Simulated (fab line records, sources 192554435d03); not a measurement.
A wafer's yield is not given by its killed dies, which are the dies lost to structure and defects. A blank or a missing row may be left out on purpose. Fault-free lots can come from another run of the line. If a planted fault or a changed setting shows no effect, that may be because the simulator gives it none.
Code-filled problem report in 8D (eight disciplines) form    flow n5-finfet    the parts of the form that need people (team, actions taken, sign-off) are left out

## 1. THE ISSUE
At N5_BEOL_M4_INSPECT_30, raw-defect-count averages 1523 over 9 wafers from 3 lots, while fault-free wafers read 375, standard deviation 78. That puts it +15 standard deviations away from the usual mean.
The step: inspects for defects (brightfield).
The first sign was on wafer L191.1 at day 12 07:14, on defect-inspect-01. At this step, 27 wafers from 9 lots have a number in the record. The rule behind "out" and "out of limits": a value lying over 4 standard deviations away from the usual mean. Any other wafer with a number is counted as sound.

## 2. WHAT IT IS AND WHAT IT IS NOT
question                     is                                    is not
which readings at this step  raw-defect-count                      -
which lots                   L191, L192, L193                      L176, L179, L184, L194, L197, L199
which wafers of those lots   all that have a number                -
read on which gauges         defect-inspect-01, defect-inspect-02  -
when                         from day 12 07:14                     up to then (9 sound wafers); but 9 sound wafers of L194, L197, L199 came after

## 3. THE SUSPECTS, EACH WITH WHAT RULES IT OUT
Counting: any tool at a process step up to the reading is kept as a suspect provided that every lot that is out went through it and no sound lot did after the first of them.
- the gauge at N5_BEOL_M4_INSPECT_30: ruled out. 2 gauges (defect-inspect-01, defect-inspect-02) read the wafers that are out.
- rie-diel-04 at N5_BEOL_M4_STRIP_19 (strips in O2): kept. Every lot that is out went through it, starting with L191 (day 12 06:46), and after that it ran no sound lot; the last sound lot it ran before then is L179 (day 9 01:26).
Remaining after the count: rie-diel-04 at N5_BEOL_M4_STRIP_19.

## 4. THE CAUSE (what the simulator had put in)
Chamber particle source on rie-diel-04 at N5_BEOL_M4_STRIP_19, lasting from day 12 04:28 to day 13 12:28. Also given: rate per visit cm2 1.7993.
After counting, this tool was the only one left.

## 5. THE EFFECT CHAIN, in route order
Rows list readings where the struck wafers' mean (over those with a number) sits beyond 3 standard deviations from the usual. Only readings whose record carries a usual standard deviation are examined. hours: median over the lots of the time between each lot's start at the first step of this table that gives one and its start at this step. sigmas: the change, counted in usual standard deviations.
hours  step                     reading               usual   on struck wafers  change  sigmas
0      N5_BEOL_M4_INSPECT_30    raw-defect-count      375     1523              +1148   +15
127    N5_PASSIVATION_PROBE_49  defect-limited-yield  91.3 %  85.1              -6.2    -4.8
127    N5_PASSIVATION_PROBE_49  killed_at_M4_up       14      94                +80     +14
127    N5_PASSIVATION_PROBE_49  killed-dies           102     176               +74     +4.6
127    N5_PASSIVATION_PROBE_49  killed-on-rim         13      28                +15     +3.6
127    N5_PASSIVATION_PROBE_49  sort_bin_5_function   5.2 %   8.7               +3.5    +4.0
127    N5_PASSIVATION_PROBE_49  sort-n-pass           1078    1004              -74     -4.6
127    N5_PASSIVATION_PROBE_49  sort-yield-pct        91.3 %  85.1              -6.2    -4.8
Process steps it contains:
- N5_PASSIVATION_PROBE_49
Later measuring or inspecting steps at which every struck wafer that the step has a row for has a number for every such reading, and none has moved that far: N5_BEOL_M4_RC_MEAS_101.

## 6. HOW IT WOULD HAVE BEEN CAUGHT EARLIER
Counted from the fault's start at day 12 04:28, it took 3 hours until the first out-of-limits reading at a measuring or inspecting step in this record, taken at day 12 07:14.
Of the tool readings at N5_BEOL_M4_STRIP_19 for which the record gives a usual standard deviation, none was out on any struck wafer, so an alarm limit of 4 standard deviations on them would not have fired.
Among the 3 lots that are out, L193, L192 began N5_BEOL_M4_STRIP_19 on rie-diel-04 after day 12 07:14. A hold on the tool at that time would have spared those 2.
